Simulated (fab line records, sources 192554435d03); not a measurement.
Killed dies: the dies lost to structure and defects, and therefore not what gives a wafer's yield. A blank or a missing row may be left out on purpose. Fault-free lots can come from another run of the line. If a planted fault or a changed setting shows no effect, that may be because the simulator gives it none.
Chamber matching | flow n5 finfet | N5_HKMG_FIN_ALD_74 on ald hk-01: 4 sister chambers
The step deposits La2O3, target thk 0.5 nm, pulse time 6 s, co reactant pulse time 1 s. 4 wafers are shown with their chamber, then 11 later ones without.

WAFERS PAIRED WITH THEIR CHAMBERS
wafer  | chamber | heater power outer w (W)
L085.2 | 1       | 190
L089.2 | 0       | 169
L089.6 | 2       | 182
L091.1 | 3       | 161

WAFERS WITHOUT THEIR CHAMBER
wafer  | heater power outer w (W)
L091.4 | 168
L091.6 | 161
L092.3 | 181
L092.4 | 185
L092.6 | 182
L096.1 | 163
L096.2 | 167
L096.3 | 188
L097.1 | 180
L097.2 | 187
L097.4 | 159

WHICH CHAMBER EACH ONE RAN IN
wafer  | from the rows above     | in truth
L091.4 | 0                       | 0
L091.6 | 3                       | 3
L092.3 | 2                       | 2
L092.4 | can't be placed: 2 or 1 | 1
L092.6 | 2                       | 2
L096.1 | 3                       | 3
L096.2 | 0                       | 0
L096.3 | 1                       | 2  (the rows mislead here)
L097.1 | 2                       | 2
L097.2 | can't be placed: 1 or 2 | 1
L097.4 | 3                       | 3
8 of 11 placed correctly. Unplaceable from these rows: 2, with the true chamber sitting among the candidates in 2. Placed wrongly: 1.
How it was worked out, from the rows above alone: a wafer's distance from a chamber is the root of the sum, over the readings, of the square of ((its reading less the chamber's mean) divided by the reading's scatter). If the next closest chamber is less than 2 further off than the closest, the wafer can't be placed; otherwise it belongs to the closest. The mean given for a chamber averages the wafers shown for that chamber. The scatter (one wafer shown for each chamber): square how far every hidden wafer sits from the nearest shown wafer, average those squares and take the square root.
